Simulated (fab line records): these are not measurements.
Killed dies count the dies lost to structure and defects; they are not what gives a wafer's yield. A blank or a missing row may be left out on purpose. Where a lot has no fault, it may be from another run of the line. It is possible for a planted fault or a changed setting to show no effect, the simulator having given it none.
fab line records	flow n5Finfet
record: lots: 10	wafers: 30	lastDay: 20
route steps=1938 shown BEOL_M7@1284 PASSIVATION@1936
lots with no fault: from the same line, run without faults
startH: the number of hours between the record's first day and the start of the first shown wafer of the lot	waitH: hours since the lot's step before	" same as the row above	L1.1+2: a single row standing in for several wafers	- either no value or no given start	* or withheld: withheld	< > ~ a bound
route shown NAME@n: a module of which the file shows steps, and the number in the route of the first	usual: mean/standard deviation taken from wafers without a fault	same: alike in all rows	chamber/n: place in a boat	sites: readings site by site	_std_site: standard deviation across them	_edge_site: mean of outer sites minus mean of inner sites	radiusMm: how far each site lies from the wafer's centre	mask NAME#n: copy n	behind: the most recent tool/chamber to have shaped the wafer	hold: cause of the lot's hold/its duration in hours/its outcome	device: which transistor (n, p or np) failed to switch	end of line: the route-end tests of the same wafers	for a step that has no rows: nothing shown but its recipe	killed: dies that structure and defects cost at the first sort, which is not the same as the wafer's yield	map: a wafer's dies, x killed, . not, _ none there
set.NAME: the run value of the setting; set.NAME@STEP: its run value at that earlier step	model.NAME: the simulator's own value behind a step, which no gauge read
a sample of lots followed through the steps of the route, with each step as a table and each wafer as a row
services: a tool's chamber out of use, with start hour (startH, from the record's first day; less than 0 if before it), hours out, and reason
== steps ==
step: N5_BEOL_M7_HM_OPEN_17
recipe: chemistry: Cl2/BCl3	targetDepthA: 200	overetchA: 60	target: TiN	maskMaterial: SOC	ionEnergyEv: 150	pressureMtorr: 10	icpW: 1000	biasW: 126	Cl2_flow_sccm: 53.25	bcl3FlowSccm: 21.75	Ar_flow_sccm: 25
usual: chamberPressureMTorr: 10.000/0.009	drypumpMotorCurrentA: 5.4/0.54	oesProductAu: 0.70/0.063	rfFwdPowerW: 994/3.1	throttleValvePct: 22.06/0.23
lot.wafer	tool	chamber	startH	waitH	chamberPressureMTorr	drypumpMotorCurrentA	oesProductAu	rfFwdPowerW	rfHoursCounterH	throttleValvePct
L162.3	rieMetal-02	1	235.47	0.1	10.007	6.4	0.73	999	-	22.26
L162.4	"	0	"	"	10.003	4.8	0.51	995	-	22.02
L162.5	"	1	"	"	9.984	6.4	0.72	1001	-	22.26
L164.1	rieMetal-01	1	246.27	0.0	10.010	5.7	0.66	995	34	21.83
L164.3	"	0	"	"	10.002	5.0	0.71	995	-	22.09
L164.5	"	0	"	"	10.005	5.0	0.71	993	-	22.07
L163.3	rieMetal-02	1	256.26	0.1	10.010	6.4	0.72	990	-	22.26
L163.4	"	1	"	"	9.996	6.4	0.74	994	-	22.24
L163.5	"	1	"	"	9.989	6.4	0.73	995	-	22.25
L165.3	rieMetal-01	1	260.06	0.1	10.000	5.7	0.68	995	-	21.78
L165.4	"	0	"	"	10.012	5.0	0.71	995	-	22.07
L165.6	"	1	"	"	9.981	5.6	0.68	994	-	21.80
L167.2	rieMetal-01	1	279.97	0.0	9.984	5.6	0.66	994	37	21.81
L167.3	"	1	"	"	10.002	5.6	0.67	993	-	21.82
L167.5	"	1	"	"	9.997	5.6	0.67	991	-	21.79
L175.1	rieMetal-03	0	331.50	0.0	10.008	5.1	0.65	996	47	22.41
L175.3	"	1	"	"	9.989	6.0	0.83	998	-	21.74
L175.4	"	0	"	"	10.008	5.2	0.66	997	-	22.41
L178.1	rieMetal-01	0	347.47	0.0	9.990	5.0	0.69	992	36	22.07
L178.3	"	0	"	"	10.000	4.9	0.68	991	-	22.10
L178.6	"	0	"	"	10.012	4.9	0.68	998	-	22.09
L179.3	rieMetal-01	0	354.81	0.1	9.996	5.0	0.69	994	-	22.09
L179.5	"	0	"	"	9.996	4.9	0.68	995	-	22.09
L179.6	"	0	"	"	10.005	4.9	0.69	995	-	22.08
L181.1	rieMetal-01	0	376.01	0.0	10.011	5.0	0.68	1000	39	22.08
L181.2	"	0	"	"	10.009	5.0	0.68	994	-	22.09
L181.3	"	0	"	"	9.986	5.0	0.69	999	-	22.10
L183.3	rieMetal-02	0	403.63	0.1	9.993	4.9	0.77	992	-	21.81
L183.5	"	0	"	"	10.006	4.8	0.76	988	-	21.80
L183.6	"	1	"	"	9.988	6.4	0.69	985	-	22.27
step: N5_BEOL_M7_CD_MEAS_18
recipe: pitchNm: 80	targetCdNm: 40
usual: cdNm: 40.0/0.59
lot.wafer	tool	chamber	startH	waitH	cdNm
L162.3	cdSem-01	-	235.62	0.1	41.0
L162.4	"	-	"	"	39.9
L162.5	"	-	"	"	40.4
L164.1	cdSem-03	-	246.53	0.0	40.0
L164.3	"	-	"	"	39.4
L164.5	"	-	"	"	40.3
L163.3	cdSem-01	-	256.53	0.1	40.0
L163.4	"	-	"	"	40.6
L163.5	"	-	"	"	39.8
L165.3	cdSem-02	-	260.25	0.1	39.1
L165.4	"	-	"	"	39.2
L165.6	"	-	"	"	40.4
L167.2	cdSem-02	-	280.15	0.1	39.5
L167.3	"	-	"	"	40.1
L167.5	"	-	"	"	41.3
L175.1	cdSem-03	-	331.68	0.0	38.9
L175.3	"	-	"	"	39.8
L175.4	"	-	"	"	40.0
L178.1	cdSem-01	-	347.74	0.0	38.2
L178.3	"	-	"	"	39.5
L178.6	"	-	"	"	39.8
L179.3	cdSem-03	-	355.03	0.1	39.8
L179.5	"	-	"	"	40.7
L179.6	"	-	"	"	40.1
L181.1	cdSem-01	-	376.28	0.0	41.0
L181.2	"	-	"	"	40.2
L181.3	"	-	"	"	40.4
L183.3	cdSem-01	-	403.79	0.1	40.0
L183.5	"	-	"	"	40.2
L183.6	"	-	"	"	39.8
step: N5_BEOL_M7_VIA_ETCH_34
recipe: chemistry: C4F6/O2	target: SiCOH_lowk	targetDepthA: 1255	maskMaterial: SOC	taperDeg: 4	timeS: 50.5	ionEnergyEv: 250	pressureMtorr: 30	sourceW: 345	biasW: 185	Ar_flow_sccm: 300	C4F6_flow_sccm: 10	O2_flow_sccm: 10
usual: chamberPressureMTorr: 29.998/0.027	drypumpMotorCurrentA: 5.6/0.48	oes_f_703_au: 0.79/0.067	oesProductAu: 0.79/0.074	rfFwdPowerW: 341.3/1.3	rfVppV: 659/13	showerheadPlenumPTorr: 2.83/0.087	throttleValvePct: 20.99/0.18
lot.wafer	tool	chamber	startH	waitH	chamberPressureMTorr	drypumpMotorCurrentA	oes_f_703_au	oesProductAu	rfFwdPowerW	rfHoursCounterH	rfVppV	showerheadPlenumPTorr	throttleValvePct
L162.3	rieDiel-05	0	236.62	0.0	30.043	4.7	0.73	0.69	340.0	209	660	2.92	21.04
L162.4	"	2	"	"	30.017	5.5	0.77	0.76	338.9	155	652	2.76	21.07
L162.5	"	1	"	"	29.965	5.9	0.88	0.87	341.6	-	662	3.01	21.14
L164.1	rieDiel-05	2	247.99	0.0	30.025	5.5	0.77	0.75	341.8	158	654	2.76	21.09
L164.3	"	1	"	"	29.990	5.9	0.87	0.86	342.7	71	661	3.00	21.15
L164.5	"	3	"	"	30.050	5.0	0.85	0.84	341.2	-	652	2.78	20.86
L163.3	rieDiel-05	3	259.22	0.0	30.013	5.0	0.83	0.84	340.3	65	653	2.78	20.87
L163.4	"	2	"	"	30.027	5.5	0.76	0.75	340.5	163	650	2.75	21.09
L163.5	"	1	"	"	30.034	5.9	0.87	0.85	342.9	-	662	3.00	21.17
L165.3	rieDiel-04	2	261.44	0.0	29.989	5.5	0.76	0.75	342.5	156	635	2.74	20.81
L165.4	"	0	"	"	29.991	5.8	0.67	0.68	340.1	-	672	2.80	21.13
L165.6	"	1	"	"	30.012	5.7	0.83	0.83	341.7	-	661	2.76	20.95
L167.2	rieDiel-04	1	282.08	0.0	29.974	5.7	0.82	1.03	341.9	92	661	2.76	21.02
L167.3	"	2	"	"	30.002	5.5	0.75	0.74	344.0	162	633	2.74	20.82
L167.5	"	1	"	"	29.969	5.7	0.82	0.81	340.1	-	660	2.76	20.95
L175.1	rieDiel-05	0	334.94	0.0	30.016	4.7	0.70	0.68	341.3	242	658	2.91	21.09
L175.3	"	1	"	"	29.989	5.9	0.83	0.82	340.7	98	663	2.99	21.19
L175.4	"	2	"	"	29.949	5.5	0.75	0.73	341.0	186	652	2.74	21.12
L178.1	rieDiel-05	2	349.05	0.0	29.961	5.5	0.74	0.73	341.4	191	653	2.74	21.13
L178.3	"	3	"	"	29.983	5.0	0.81	0.81	339.5	87	652	2.77	20.88
L178.6	"	0	"	"	29.982	4.7	0.69	0.67	341.8	-	659	2.91	21.11
L179.3	rieDiel-04	3	357.02	0.0	30.005	5.8	0.96	0.95	339.8	9	670	2.82	21.07
L179.5	"	1	"	"	29.993	5.8	0.79	0.79	341.9	-	660	2.74	20.97
L179.6	"	2	"	"	29.977	5.5	0.74	0.72	342.8	-	634	2.73	20.86
L181.1	rieDiel-04	1	379.62	0.0	29.972	5.7	0.79	0.78	342.8	125	660	2.74	21.00
L181.2	"	0	"	"	30.002	5.8	0.87	0.87	343.2	29	671	2.78	20.84
L181.3	"	2	"	"	29.992	5.5	0.73	0.71	342.8	194	633	2.72	20.87
L183.3	rieDiel-05	0	407.21	0.0	29.977	4.7	0.96	0.96	342.2	10	658	2.90	20.74
L183.5	"	1	"	"	29.973	5.9	0.81	0.80	340.6	-	661	2.98	21.24
L183.6	"	2	"	"	30.000	5.5	0.72	0.71	342.9	-	653	2.73	21.16
step: N5_BEOL_M7_OCD_MEAS_38
usual: trenchDepthNm: 94.0/1.7
lot.wafer	tool	chamber	startH	waitH	trenchDepthNm
L162.3	ocd-01	-	236.87	-	91.4
L162.4	"	-	"	"	93.6
L162.5	"	-	"	"	94.2
L164.1	ocd-02	-	248.24	-	95.1
L164.3	"	-	"	"	96.0
L164.5	"	-	"	"	94.5
L163.3	ocd-02	-	259.47	-	94.1
L163.4	"	-	"	"	94.2
L163.5	"	-	"	"	95.0
L165.3	ocd-02	-	261.69	-	93.6
L165.4	"	-	"	"	93.0
L165.6	"	-	"	"	93.0
L167.2	ocd-01	-	282.33	-	92.8
L167.3	"	-	"	"	93.0
L167.5	"	-	"	"	93.6
L175.1	ocd-01	-	335.19	-	91.8
L175.3	"	-	"	"	94.1
L175.4	"	-	"	"	93.7
L178.1	ocd-01	-	349.29	-	94.8
L178.3	"	-	"	"	94.3
L178.6	"	-	"	"	91.1
L179.3	ocd-02	-	357.27	-	96.6
L179.5	"	-	"	"	92.6
L179.6	"	-	"	"	92.0
L181.1	ocd-01	-	379.87	-	93.1
L181.2	"	-	"	"	92.3
L181.3	"	-	"	"	92.2
L183.3	ocd-01	-	407.47	-	97.8
L183.5	"	-	"	"	95.7
L183.6	"	-	"	"	94.2
step: N5_PASSIVATION_PROBE_49
usual: defectLimitedYield: 91.4/1.2	killed_at_M0_to_M3: 35/11	killed_at_M4_up: 14/6	killedAtContacts: 12/6.7	killedAtFrontEnd: 37/9.7	killedAtOther: 3.5/2.5	killedDies: 102/15	killedOpen: 67/12	killedShort: 33/7.3	sort_bin_5_function: 5.1/0.81	sort_bin_6_memory: 3.2/0.65	sort_bin_8_speed: 0.00/0.021	sortNPass: 1078/15	sortYieldPct: 91.4/1.2
same: grossDies: 1180	killedAtBackSide: 0	sort_bin_4_leakage[%]: 0
lot.wafer	tool	chamber	startH	waitH	defectLimitedYield[%]	killed_at_M0_to_M3	killed_at_M4_up	killedAtContacts	killedAtFrontEnd	killedAtOther	killedDies	killedOpen	killedShort	sort_bin_5_function[%]	sort_bin_6_memory[%]	sort_bin_8_speed[%]	sortNPass	sortYieldPct[%]
L164.1	prober-01	-	342.96	0.0	91.9	11	10	40	30	5	96	76	20	4.7	3.4	0	1084	91.9
L164.3	prober-01	-	343.06	0.1	92.1	20	15	16	38	4	93	68	25	5.2	2.5	0	1087	92.1
L164.5	prober-01	-	343.16	0.2	92.3	7	17	15	45	7	91	61	28	3.9	3.6	0	1089	92.3
killed by level:class
L164.1 MOL_CONTACT_COAG:geometricParticle:open=37 FIN_SAQP:geometricParticle:open=6 STARTING-WAFER:geometricParticle:open=5 FIN_SAQP:geometricParticle:short=4 DUMMY_GATE:geometricParticle:open=4 STI_FIN_REVEAL:geometricParticle:open=3 MOL_CONTACT_COAG:geometricParticle:short=3 BEOL_M4:geometricParticle:open=3
L164.3 FIN_SAQP:geometricParticle:open=17 MOL_CONTACT_COAG:geometricParticle:open=13 STI_FIN_REVEAL:geometricParticle:open=8 FIN_SAQP:geometricParticle:short=6 BEOL_M2:geometricParticle:open=6 BEOL_M1:geometricParticle:open=4 MOL_CONTACT_COAG:geometricParticle:short=3 BEOL_M0_SAQP:geometricParticle:short=3
L164.5 MOL_CONTACT_COAG:geometricParticle:open=12 STI_FIN_REVEAL:geometricParticle:open=11 FIN_SAQP:geometricParticle:open=8 BEOL_M4:geometricParticle:open=6 FIN_SAQP:geometricParticle:short=5 GATE_CUT:geometricParticle:short=5 STARTING-WAFER:geometricParticle:short=5 DUMMY_GATE:geometricParticle:open=4
== services ==
tool	chamber	startH	hours	kind
rieDiel-04	2	222.58	4.9	repair
rieDiel-05	-	223.92	0.2	repair
rieMetal-02	0	244.00	-	clean
rieDiel-04	0	277.96	-	clean
rieDiel-04	0	277.96	-	consumableReplace:focusRing
rieDiel-04	0	277.96	19.5	scheduledDown
rieDiel-04	0	277.96	19.5	ventCycle
rieDiel-04	3	297.44	-	clean
rieDiel-04	3	297.44	-	consumableReplace:focusRing
rieDiel-04	3	297.44	27.5	scheduledDown
rieDiel-04	3	297.44	27.5	ventCycle
rieMetal-02	-	325.49	1.1	repair
rieMetal-01	1	339.18	17.2	repair
rieMetal-03	0	339.98	5.8	repair
rieDiel-05	0	365.49	-	clean
rieDiel-05	0	365.49	-	consumableReplace:focusRing
rieDiel-05	0	365.49	13.6	scheduledDown
rieDiel-05	0	365.49	13.6	ventCycle
rieMetal-01	1	374.88	1.7	repair
rieDiel-05	3	378.97	14.3	repair
rieDiel-05	0	379.15	1.6	repair
rieMetal-02	0	383.10	15.2	repair
rieDiel-04	0	399.11	26.0	repair
rieDiel-04	2	402.36	8.4	repair
== key ==
firstSign: step: N5_BEOL_M7_VIA_ETCH_34	reading: oesProductAu	direction: up	sigmas: 3.3	usual: 0.79	struck: 1.03
effect none on later readings
metAt N5_BEOL_M7_VIA_ETCH_34
struckLots L167
struckWafers L167.2
notActingAt N5_BEOL_M7_HM_OPEN_17,N5_BEOL_M7_CD_MEAS_18,N5_BEOL_M7_OCD_MEAS_38
onsetBetween 261.44 282.08
fault: kind: processParameterDrift	tool: rieDiel-04	chamber: -	onsetH: 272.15	steps: N5_BEOL_M7_VIA_ETCH_34	channel: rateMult	offset: 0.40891	shape: step	endH: 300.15	scope: struckWafersOnly
